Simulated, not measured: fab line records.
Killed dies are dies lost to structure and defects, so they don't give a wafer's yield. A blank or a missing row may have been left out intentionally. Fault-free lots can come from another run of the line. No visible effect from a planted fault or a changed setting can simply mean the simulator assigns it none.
The tool behind it: which one? -- flow n5_finfet -- Sampling: 19 lots, 57 wafers, 6 of 1938 route steps

WHAT THE GAUGES READ, wafer by wafer
No reading from a measuring or inspecting step in the record can be judged against a usual standard deviation.

TOOL THAT RAN EACH LOT (tool first, then ch and the chambers of the sampled wafers, then the start)
lot,N5_BEOL_M7_ETCH_41,N5_BEOL_M8_DESCUM_33,N5_BEOL_M8_STRIP_80,N5_BEOL_M9_CURE_71,N5_BEOL_M9_SURFACE_TREAT_79,N5_BEOL_M10_ETCH_62
L074,"rie_diel-03 ch 0,1,2, day 9 05:08 or earlier","rie_diel-06 ch 1,2,3, day 9 05:08","rie_diel-06 ch 1,2,3, day 9 08:41 or earlier","uv_cure-02 ch 0, day 9 08:41","pvd_sputter-03, day 9 23:24","rie_diel-06 ch 1,3, day 10 04:11"
L075,"rie_diel-03 ch 1,2,3, day 9 22:07 or earlier","rie_diel-04 ch 0,2,3, day 9 22:07","rie_diel-04 ch 0,2,3, day 10 01:56 or earlier","uv_cure-01 ch 0, day 10 01:56","pvd_sputter-01, day 10 08:55","rie_diel-06 ch 0,1,2, day 10 13:00"
L077,"rie_diel-03 ch 0,1,2, day 10 00:38 or earlier","rie_diel-04 ch 0,2,3, day 10 00:38","rie_diel-04 ch 0,2,3, day 10 04:28 or earlier","uv_cure-02 ch 2, day 10 04:28","pvd_sputter-03, day 10 16:58","rie_diel-05 ch 2,3, day 10 21:17"
L076,"rie_diel-02 ch 1,2,3, day 10 16:04 or earlier","rie_diel-06 ch 0,1,3, day 10 16:04","rie_diel-06 ch 0,1,3, day 10 20:58 or earlier","uv_cure-03 ch 0, day 10 20:58","pvd_sputter-02, day 11 09:37","rie_diel-04 ch 0,1, day 11 16:13"
L081,"rie_diel-03 ch 0,1, day 10 19:53 or earlier","rie_diel-04 ch 0,2, day 10 19:53","rie_diel-04 ch 0,2, day 10 23:50 or earlier","uv_cure-02 ch 0, day 10 23:50","pvd_sputter-01, day 11 11:22","rie_diel-04 ch 0,1,2, day 11 16:28"
L079,"rie_diel-02 ch 0,1,3, day 10 21:43 or earlier","rie_diel-04 ch 0,2, day 10 21:43","rie_diel-04 ch 0,2, day 11 05:20 or earlier","uv_cure-03 ch 2, day 11 05:20","pvd_sputter-03, day 11 11:07","rie_diel-05 ch 0,1,2, day 11 16:20"
L080,"rie_diel-03 ch 0,1,2, day 10 22:07 or earlier","rie_diel-06 ch 0,1,2, day 10 22:07","rie_diel-06 ch 0,1,2, day 11 06:13 or earlier","uv_cure-01 ch 2, day 11 06:13","pvd_sputter-02, day 11 12:58","rie_diel-05 ch 1,2, day 11 19:56"
L082,"rie_diel-03 ch 1,2,3, day 12 03:08 or earlier","rie_diel-04 ch 1,2, day 12 03:08","rie_diel-04 ch 1,2, day 12 06:44 or earlier","uv_cure-02 ch 1, day 12 06:44","pvd_sputter-02, day 12 11:18","rie_diel-04 ch 1,2, day 12 15:03"
L078,"rie_diel-01 ch 0,1,2, day 12 07:19 or earlier","rie_diel-05 ch 0,2, day 12 07:19","rie_diel-05 ch 0,2, day 12 11:08 or earlier","uv_cure-03 ch 2, day 12 11:08","pvd_sputter-01, day 12 15:18","rie_diel-05 ch 0,1, day 12 18:37"
L083,"rie_diel-03 ch 1,2, day 12 10:04 or earlier","rie_diel-06 ch 1,2,3, day 12 10:04","rie_diel-06 ch 1,2,3, day 12 13:34 or earlier","uv_cure-03 ch 2, day 12 13:34","pvd_sputter-02, day 12 19:44","rie_diel-06 ch 0,1,3, day 12 23:28"
L085,"rie_diel-02 ch 0,3, day 13 01:16 or earlier","rie_diel-06 ch 0,1,3, day 13 01:16","rie_diel-06 ch 0,1,3, day 13 07:44 or earlier","uv_cure-03 ch 2, day 13 07:44","pvd_sputter-01, day 13 14:14","rie_diel-06 ch 2,3, day 13 17:59"
L086,"rie_diel-01 ch 2,3, day 13 05:55 or earlier","rie_diel-04 ch 1,2, day 13 05:55","rie_diel-04 ch 1,2, day 13 09:55 or earlier","uv_cure-03 ch 2, day 13 09:55","pvd_sputter-02, day 13 15:26","rie_diel-05 ch 0,2, day 13 20:26"
L087,"rie_diel-01 ch 0,2, day 13 21:13 or earlier","rie_diel-05 ch 0,1,2, day 13 21:13","rie_diel-05 ch 0,1,2, day 14 02:02 or earlier","uv_cure-01 ch 2, day 14 02:02","pvd_sputter-03, day 14 09:46","rie_diel-06 ch 1,2,3, day 14 14:33"
L090,"rie_diel-03 ch 1,3, day 14 08:27 or earlier","rie_diel-06 ch 0,1,2, day 14 08:27","rie_diel-06 ch 0,1,2, day 14 13:13 or earlier","uv_cure-01 ch 0, day 14 13:13","pvd_sputter-02, day 14 20:35","rie_diel-04 ch 1,2,3, day 15 01:28"
L092,"rie_diel-01 ch 0,1,3, day 15 07:26 or earlier","rie_diel-04 ch 1,2,3, day 15 07:26","rie_diel-04 ch 1,2,3, day 15 11:53 or earlier","uv_cure-01 ch 1, day 15 11:53","pvd_sputter-01, day 15 19:01","rie_diel-04 ch 0,1,3, day 16 00:08"
L095,"rie_diel-03 ch 0,1,3, day 15 10:09 or earlier","rie_diel-05 ch 0,1,3, day 15 10:09","rie_diel-05 ch 0,1,3, day 15 15:02 or earlier","uv_cure-01 ch 0, day 15 15:02","pvd_sputter-01, day 15 21:30","rie_diel-06 ch 0,2,3, day 16 02:39"
L094,"rie_diel-02 ch 0,2, day 15 13:16 or earlier","rie_diel-04 ch 0,1,2, day 15 13:16","rie_diel-04 ch 0,1,2, day 15 16:31 or earlier","uv_cure-03 ch 2, day 15 16:31","pvd_sputter-02, day 15 23:25","rie_diel-04 ch 0,3, day 16 03:24"
L097,"rie_diel-03 ch 0,1,2, day 15 16:41 or earlier","rie_diel-06 ch 0,1, day 15 16:41","rie_diel-06 ch 0,1, day 15 20:20 or earlier","uv_cure-01 ch 0, day 15 20:20","pvd_sputter-01, day 16 04:17","rie_diel-06 ch 0,2, day 16 10:46"
L096,"rie_diel-02 ch 0,3, day 15 22:30 or earlier","rie_diel-04 ch 0,1, day 15 22:30","rie_diel-04 ch 0,1, day 16 02:28 or earlier","uv_cure-01 ch 1, day 16 02:28","pvd_sputter-02, day 16 06:04","rie_diel-04 ch 1,2, day 16 11:11"
- N5_BEOL_M7_ETCH_41: etches SiCN in CH3F/O2, target depth 31.9 nm, time 57.8 s.
- N5_BEOL_M8_DESCUM_33: chemistry O2, time 7 s.
- N5_BEOL_M8_STRIP_80: strips in N2/H2, time 10 s.
- N5_BEOL_M9_CURE_71: cures SiCOH lowk, time 240 s.
- N5_BEOL_M9_SURFACE_TREAT_79
- N5_BEOL_M10_ETCH_62: etches SOC in N2/H2, target depth 110 nm, overetch 22 nm, time 165 s.

AS READ BY THE TOOLS THEMSELVES (means over the sampled wafers that have a number; for cases with no such wafer, the mark the record gives instead)
N5_BEOL_M7_ETCH_41.
lot,tool,chamber_pressure_mTorr (mTorr),drypump_motor_current_A (A),oes_product_au (a.u.),rf_vpp_V (V),showerhead_plenum_p_Torr (Torr),throttle_valve_pct (%)
L074,rie_diel-03,29.978,5.9,0.81,297.0,1.97,16.16
L075,rie_diel-03,29.980,6.3,0.78,297.6,1.99,16.22
L077,rie_diel-03,30.008,5.9,0.81,296.8,1.97,16.17
L076,rie_diel-02,30.013,5.7,0.83,296.5,1.98,16.38
L081,rie_diel-03,29.996,5.5,0.83,296.1,1.98,16.15
L079,rie_diel-02,29.990,6.1,0.77,296.6,1.95,16.30
L080,rie_diel-03,29.987,5.9,0.81,297.7,1.97,16.19
L082,rie_diel-03,29.977,6.2,0.76,296.8,1.98,16.25
L078,rie_diel-01,30.006,6.1,0.82,297.6,2.02,16.30
L083,rie_diel-03,30.006,6.0,0.83,296.6,1.95,16.17
L085,rie_diel-02,29.991,6.3,0.80,297.8,1.98,16.05
L086,rie_diel-01,30.001,5.9,0.69,297.8,2.01,16.49
L087,rie_diel-01,29.981,6.1,0.76,298.4,2.05,16.39
L090,rie_diel-03,29.982,6.2,0.75,298.0,2.01,16.31
L092,rie_diel-01,30.026,6.1,0.79,296.7,1.99,16.31
L095,rie_diel-03,29.999,5.8,0.76,297.1,1.99,16.27
L094,rie_diel-02,30.008,6.4,0.85,299.0,2.06,16.14
L097,rie_diel-03,30.002,5.9,0.84,297.4,1.95,16.11
L096,rie_diel-02,29.958,6.1,0.74,295.9,1.94,16.14

N5_BEOL_M8_DESCUM_33.
lot,tool,bias_power_w (W),chamber_pressure_mTorr (mTorr),drypump_motor_current_A (A),oes_product_au (a.u.),rf_vpp_V (V),showerhead_plenum_p_Torr (Torr),throttle_valve_pct (%)
L074,rie_diel-06,19.95,20.006,6.2,0.92,244.3,2.14,20.13
L075,rie_diel-04,19.98,20.004,5.5,0.83,244.8,2.14,20.54
L077,rie_diel-04,20.02,20.002,5.5,0.83,244.2,2.14,20.54
L076,rie_diel-06,19.99,19.993,5.8,0.82,242.5,2.08,20.19
L081,rie_diel-04,19.93,19.995,5.7,0.84,244.8,2.18,20.51
L079,rie_diel-04,19.98,19.991,5.5,0.87,243.8,2.17,20.44
L080,rie_diel-06,20.00,19.985,6.1,0.82,243.4,2.09,20.31
L082,rie_diel-04,20.01,20.004,5.7,0.85,243.4,2.18,20.49
L078,rie_diel-05,20.01,20.005,5.6,0.78,244.9,2.14,20.47
L083,rie_diel-06,19.99,19.994,6.2,0.87,243.0,2.13,20.16
L085,rie_diel-06,20.00,20.016,5.8,0.79,242.9,2.07,20.22
L086,rie_diel-04,19.95,20.006,5.5,0.89,243.5,2.16,20.38
L087,rie_diel-05,20.04,20.000,5.7,0.80,244.0,2.11,20.41
L090,rie_diel-06,20.01,20.006,6.1,0.91,244.6,2.17,20.24
L092,rie_diel-04,20.01,20.007,5.5,0.85,243.6,2.13,20.46
L095,rie_diel-05,20.00,20.005,5.9,0.86,243.3,2.07,20.30
L094,rie_diel-04,20.09,20.011,5.5,0.83,243.5,2.15,20.47
L097,rie_diel-06,20.02,19.999,6.1,0.90,243.8,2.16,20.14
L096,rie_diel-04,19.99,19.997,5.3,0.85,243.5,2.14,20.40

N5_BEOL_M8_STRIP_80.
lot,tool,bias_power_w (W),chamber_pressure_mTorr (mTorr),drypump_motor_current_A (A),oes_product_au (a.u.),rf_vpp_V (V),showerhead_plenum_p_Torr (Torr),throttle_valve_pct (%)
L074,rie_diel-06,7.015,19.990,6.2,0.92,60.1,2.59,23.2
L075,rie_diel-04,7.000,20.002,5.5,0.82,59.3,2.58,23.4
L077,rie_diel-04,6.994,20.006,5.5,0.83,59.9,2.57,23.4
L076,rie_diel-06,7.014,19.989,5.9,0.83,59.8,2.52,23.3
L081,rie_diel-04,6.985,20.014,5.6,0.84,60.5,2.62,23.4
L079,rie_diel-04,7.005,19.997,5.5,0.88,58.8,2.60,23.3
L080,rie_diel-06,7.019,19.979,6.1,0.83,59.4,2.51,23.3
L082,rie_diel-04,6.997,20.002,5.7,0.85,58.8,2.63,23.6
L078,rie_diel-05,6.994,20.016,5.6,0.77,59.7,2.61,24.0
L083,rie_diel-06,7.004,20.002,6.2,0.87,59.1,2.58,23.2
L085,rie_diel-06,6.998,19.983,5.8,0.81,59.5,2.51,23.3
L086,rie_diel-04,6.987,20.011,5.5,0.89,60.1,2.62,23.8
L087,rie_diel-05,6.999,19.998,5.7,0.80,58.9,2.57,23.8
L090,rie_diel-06,6.995,19.999,6.1,0.91,59.2,2.61,23.2
L092,rie_diel-04,6.996,20.004,5.5,0.86,58.8,2.57,23.7
L095,rie_diel-05,7.027,19.994,5.8,0.87,58.4,2.52,23.7
L094,rie_diel-04,7.001,20.007,5.5,0.83,58.7,2.60,23.6
L097,rie_diel-06,7.009,20.000,6.1,0.90,58.7,2.60,23.2
L096,rie_diel-04,7.034,19.987,5.3,0.85,59.2,2.57,23.6

N5_BEOL_M9_CURE_71.
lot,tool,lamp_power_pct (%),wafer_temp_C_max
L074,uv_cure-02,52.38,386.7
L075,uv_cure-01,52.34,386.1
L077,uv_cure-02,52.32,387.4
L076,uv_cure-03,52.29,386.5
L081,uv_cure-02,52.28,387.2
L079,uv_cure-03,52.31,387.8
L080,uv_cure-01,52.34,386.3
L082,uv_cure-02,52.33,386.1
L078,uv_cure-03,52.33,387.6
L083,uv_cure-03,52.31,387.8
L085,uv_cure-03,52.32,387.6
L086,uv_cure-03,52.30,387.8
L087,uv_cure-01,52.32,386.3
L090,uv_cure-01,52.39,385.9
L092,uv_cure-01,52.32,387.1
L095,uv_cure-01,52.31,385.8
L094,uv_cure-03,52.26,386.7
L097,uv_cure-01,52.29,386.2
L096,uv_cure-01,52.31,387.0

N5_BEOL_M10_ETCH_62.
lot,tool,chamber_pressure_mTorr (mTorr),drypump_motor_current_A (A),oes_product_au (a.u.),rf_vpp_V (V),showerhead_plenum_p_Torr (Torr),throttle_valve_pct (%)
L074,rie_diel-06,30.018,6.0,0.76,525.4,2.59,17.45
L075,rie_diel-06,30.010,6.1,0.71,523.2,2.52,17.53
L077,rie_diel-05,30.001,6.0,0.60,523.4,2.56,18.16
L076,rie_diel-04,29.991,5.4,0.79,525.5,2.60,17.69
L081,rie_diel-04,29.996,5.5,0.75,524.7,2.62,17.76
L079,rie_diel-05,29.972,5.7,0.69,525.9,2.59,17.79
L080,rie_diel-05,30.006,6.0,0.68,525.3,2.61,17.65
L082,rie_diel-04,30.026,5.7,0.70,525.3,2.63,17.82
L078,rie_diel-05,30.014,5.6,0.72,523.2,2.52,17.77
L083,rie_diel-06,29.999,5.9,0.67,523.3,2.52,17.59
L085,rie_diel-06,29.991,6.2,0.73,524.5,2.57,17.52
L086,rie_diel-05,30.003,5.6,0.65,524.2,2.61,18.04
L087,rie_diel-06,29.959,6.2,0.72,525.2,2.57,17.48
L090,rie_diel-04,30.003,5.6,0.72,525.3,2.57,17.80
L092,rie_diel-04,30.034,5.4,0.73,524.0,2.55,17.76
L095,rie_diel-06,29.999,5.8,0.74,526.7,2.61,17.52
L094,rie_diel-04,29.983,5.3,0.72,524.6,2.54,17.67
L097,rie_diel-06,30.001,6.0,0.74,526.6,2.60,17.51
L096,rie_diel-04,30.011,5.7,0.67,525.5,2.62,17.88

THE ANSWER, worked out from the rows above alone
Rule: what is usual is taken from the lots themselves. Put in order of their means at a reading, lots are off if they are a third of the lots or fewer, leave a main group of 4 or more, and stand apart from it by a gap of 3 or more times the standard deviation of the main group's means; of several such gaps the widest counts. If all means in a main group match to the digits the tables above print for the reading, that group is not used. Also off: a lot with no number at a reading for which 4 or more lots have one. The other lots that the step has rows for count as sound. After the gauges, taken in route order, come the tools' own readings; for these a lot's mean is taken, as printed above. At the first step where some lot is off, the reading lying furthest off is the one used; lots without a number count as furthest.
None of the lots is off at any reading shown; this tells nothing.

WHAT THE SIMULATOR PUT IN
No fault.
